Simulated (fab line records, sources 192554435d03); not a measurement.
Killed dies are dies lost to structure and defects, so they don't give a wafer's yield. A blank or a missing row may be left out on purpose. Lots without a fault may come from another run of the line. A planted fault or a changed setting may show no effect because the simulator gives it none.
Which tool did it? | flow n5_finfet | 9 lots, 25 wafers sampled, at 5 steps of a route of 1938

WHAT THE GAUGES READ, wafer by wafer
N5_BEOL_M4_RC_MEAS_101.
lot  | measured     | on        | DIBL_N (mV/V)
L931 | day 9 12:31  | prober-02 | 39.2 39.5
L932 | day 9 16:39  | prober-01 | 32.0 36.2
L934 | day 9 17:25  | prober-02 | 38.1 35.4 39.0
L937 | day 10 21:35 | prober-01 | 36.3 36.0 35.0
L941 | day 12 12:31 | prober-01 | 38.7 37.4 39.8
L943 | day 12 18:41 | prober-02 | 39.9 35.5 37.2
L944 | day 13 06:35 | prober-02 | 33.7 38.1 34.3
L950 | day 13 20:02 | prober-01 | 37.5 36.0 35.6
L952 | day 15 11:43 | prober-01 | 36.4 34.1 34.1

WHICH TOOL RAN EACH LOT (tool, then ch and the chambers of the sampled wafers, then the start)
lot  | N5_BEOL_M0_SAQP_ILD_DEP_01      | N5_BEOL_M0_SAQP_ETCH_84           | N5_BEOL_M0_SAQP_SPACER1_ALD_98   | N5_BEOL_M0_SAQP_ETCH_107
L931 | pecvd-03 ch 1,2, day 5 22:04    | rie_diel-05 ch 0,2, day 6 01:36   | ald_sin-01 ch 1,3, day 6 02:25   | rie_diel-05 ch 1,3, day 6 04:04
L932 | pecvd-01 ch 2, day 6 02:52      | rie_diel-06 ch 1,3, day 6 04:23   | ald_sin-02 ch 1,2, day 6 05:46   | rie_diel-05 ch 0,1, day 6 07:13
L934 | pecvd-04 ch 0,1,2, day 6 18:57  | rie_diel-06 ch 0,1,3, day 6 20:24 | ald_sin-03 ch 1,3, day 6 21:12   | rie_diel-02 ch 1,2,3, day 6 22:39
L937 | pecvd-04 ch 0,1, day 7 09:31    | rie_diel-02 ch 0,1,2, day 7 12:01 | ald_sin-02 ch 0,1,2, day 7 13:16 | rie_diel-05 ch 0,2,3, day 7 14:42
L941 | pecvd-04 ch 0,1, day 8 09:48    | rie_diel-02 ch 0,1,2, day 8 11:52 | ald_sin-02 ch 1,2,3, day 8 12:41 | rie_diel-05 ch 0,1,2, day 8 14:08
L943 | pecvd-04 ch 0,1, day 9 00:28    | rie_diel-05 ch 0,1, day 9 01:32   | ald_sin-03 ch 0,1,2, day 9 02:20 | rie_diel-05 ch 0,1,2, day 9 03:51
L944 | pecvd-01 ch 1,2, day 9 04:52    | rie_diel-05 ch 0,1,3, day 9 06:35 | ald_sin-02 ch 0,1,3, day 9 07:45 | rie_diel-06 ch 0,1,3, day 9 09:43
L950 | pecvd-04 ch 0,1,2, day 10 10:54 | rie_diel-06 ch 1,3, day 10 12:19  | ald_sin-02 ch 1,2, day 10 13:08  | rie_diel-06 ch 2,3, day 10 14:35
L952 | pecvd-04 ch 1,2, day 11 06:25   | rie_diel-06 ch 0,1, day 11 10:36  | ald_sin-03 ch 0,1, day 11 11:29  | rie_diel-06 ch 0,1,3, day 11 12:58
- N5_BEOL_M0_SAQP_ILD_DEP_01: deposits SiOC from DEMS/O2, target thk 45.419 nm, time 8.7 s.
- N5_BEOL_M0_SAQP_ETCH_84: etches SOC in N2/H2, target depth 100 nm, overetch 20 nm, time 150 s.
- N5_BEOL_M0_SAQP_SPACER1_ALD_98: deposits SiO2, target thk 12.8 nm, pulse time 1 s, purge time 2 s.
- N5_BEOL_M0_SAQP_ETCH_107: etches SiNx in CH3F/O2, target depth 30 nm.

THE ANSWER, worked out from the rows above alone
Rule: what is usual is taken from the lots themselves. Put in order of their means at a reading, lots are off if they are a third of the lots or fewer, leave a main group of 4 or more, and stand apart from it by a gap of 3 or more times the standard deviation of the main group's means; of several such gaps the widest counts. A main group whose means are all the same, to the digits that the tables above print for the reading, isn't used. A lot without any number at a reading at which 4 lots or more have one is off too. The other lots that the step has rows for count as sound.
No lot is off at any reading shown: from this, nothing can be told.

WHAT THE SIMULATOR HAD PUT IN
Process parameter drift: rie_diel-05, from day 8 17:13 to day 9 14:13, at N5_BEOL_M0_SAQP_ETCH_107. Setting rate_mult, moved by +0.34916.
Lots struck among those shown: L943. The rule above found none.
